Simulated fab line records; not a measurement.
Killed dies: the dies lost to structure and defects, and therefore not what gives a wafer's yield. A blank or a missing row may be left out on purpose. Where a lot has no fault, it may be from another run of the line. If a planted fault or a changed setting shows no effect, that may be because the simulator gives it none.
Matching of chambers ; flow n5 finfet ; N5_FIN_SAQP_FIN_ETCH_36 on rie si-05: 4 sister chambers
The step etches the open film in HBr/Cl2/O2, target depth 120 nm, time 50.4 s. 24 wafers are shown with their chamber, then 12 later ones without.

WAFERS WITH THEIR CHAMBER
wafer;chamber;throttle valve pct (%);drypump motor current A (A);oes product au (a.u.)
L075.1;2;35.89;6.4;1.012
L075.2;3;36.19;6.0;0.994
L075.3;1;36.25;5.1;0.985
L075.4;0;35.67;5.8;1.014
L075.5;2;35.90;6.3;0.999
L075.6;3;36.23;6.0;0.980
L077.4;0;35.66;5.8;1.014
L077.5;3;36.22;6.0;0.990
L077.6;2;35.90;6.3;0.993
L079.2;2;35.93;6.3;0.984
L079.5;0;35.68;5.8;1.020
L079.6;3;36.21;6.1;0.989
L084.1;0;35.63;5.8;1.016
L084.3;2;35.91;6.3;0.995
L084.4;2;35.89;6.3;0.997
L085.2;1;36.25;5.1;0.981
L085.4;0;35.65;5.8;1.021
L085.5;1;36.24;5.0;0.990
L089.1;1;36.28;5.1;0.985
L089.3;3;36.23;6.1;0.991
L089.6;1;36.24;5.1;0.988
L091.1;1;36.25;5.0;0.987
L091.3;3;36.24;6.0;0.982
L091.4;2;35.90;6.3;0.989

SIGNATURES, as means of the wafers listed above
reading;chamber 0;chamber 1;chamber 2;chamber 3;scatter within a chamber
throttle valve pct;35.6580;36.2517;35.9029;36.2200;0.0163
drypump motor current A;5.800;5.067;6.314;6.033;0.042
oes product au;1.01700;0.98600;0.99557;0.98767;0.00595
Rule: for a wafer and a chamber, the distance is found by dividing, reading by reading, the gap between the wafer's reading and the chamber's mean by the reading's scatter, squaring, summing and taking the root. The wafer belongs to the nearest chamber; if the next one is less than 2 further off, it can't be placed. The scatter: take each reading less its chamber's mean, square it, sum over the shown wafers, divide by the number of wafers less the number of chambers, and take the root.

WAFERS WITHOUT THEIR CHAMBER
wafer;throttle valve pct (%);drypump motor current A (A);oes product au (a.u.)
L092.2;35.90;6.4;0.989
L092.3;36.22;6.1;0.983
L092.5;36.20;6.1;0.982
L094.2;35.91;6.3;0.990
L094.5;36.24;5.1;0.984
L094.6;36.24;6.0;0.974
L096.1;35.59;5.8;0.981
L096.2;36.18;6.0;0.993
L096.6;35.61;5.8;0.976
L097.1;36.20;6.0;0.989
L097.3;35.91;6.3;0.990
L097.5;35.61;5.8;0.977

WHICH CHAMBER EACH WENT THROUGH
wafer;from the rows above;in truth
L092.2;2;2
L092.3;3;3
L092.5;3;3
L094.2;2;2
L094.5;1;1
L094.6;3;3
L096.1;0;0
L096.2;3;3
L096.6;0;0
L097.1;3;3
L097.3;2;2
L097.5;0;0
Placed correctly: 12 of 12. Number that these rows cannot place: 0. Wrongly placed: 0.
